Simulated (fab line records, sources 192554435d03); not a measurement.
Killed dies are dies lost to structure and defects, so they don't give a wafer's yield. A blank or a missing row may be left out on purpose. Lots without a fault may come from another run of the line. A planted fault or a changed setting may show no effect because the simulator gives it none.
Chamber matching | flow n5_finfet | N5_ILD0_CMP_03 on cmp-03: 4 sister chambers
The step polishes, stops on SiNx, t overpolish 1.9 s, target thk 197.38 nm. 4 wafers are shown with their chamber, then 9 later ones without.

WAFERS WITH THEIR CHAMBER
wafer  | chamber | motor_current_A (A)
L089.5 | 2       | 11.7
L090.1 | 3       | 14.0
L090.3 | 0       | 13.9
L090.4 | 1       | 10.9

WAFERS WITHOUT THEIR CHAMBER
wafer  | motor_current_A (A)
L091.2 | 11.9
L091.5 | 14.8
L091.6 | 13.6
L096.1 | 13.0
L096.4 | 15.3
L096.5 | 13.3
L097.1 | 13.6
L097.3 | 14.3
L097.5 | 14.0

WHICH CHAMBER EACH WENT THROUGH
wafer  | from the rows above               | in truth
L091.2 | can't be placed: 2 or 1           | 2
L091.5 | can't be placed: 3 or 0           | 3
L091.6 | can't be placed: 0 or 3           | 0
L096.1 | can't be placed: 0 or 3 or 2 or 1 | 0
L096.4 | can't be placed: 3 or 0           | 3
L096.5 | can't be placed: 0 or 3 or 2      | 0
L097.1 | can't be placed: 0 or 3           | 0
L097.3 | can't be placed: 3 or 0           | 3
L097.5 | can't be placed: 3 or 0           | 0
Placed correctly: 0 of 9. Can't be placed from these rows: 9 (the true chamber is among the candidates in 9). Placed wrongly: 0.
How it was worked out, from the rows above alone: a wafer's distance from a chamber is the root of the sum, over the readings, of the square of ((its reading less the chamber's mean) divided by the reading's scatter). The wafer belongs to the nearest chamber; if the next one is less than 2 further off, it can't be placed. A chamber's mean is the mean of its shown wafers. The scatter: with one shown wafer a chamber, the root of the mean of the squares of how far each hidden wafer lies from its nearest shown one.
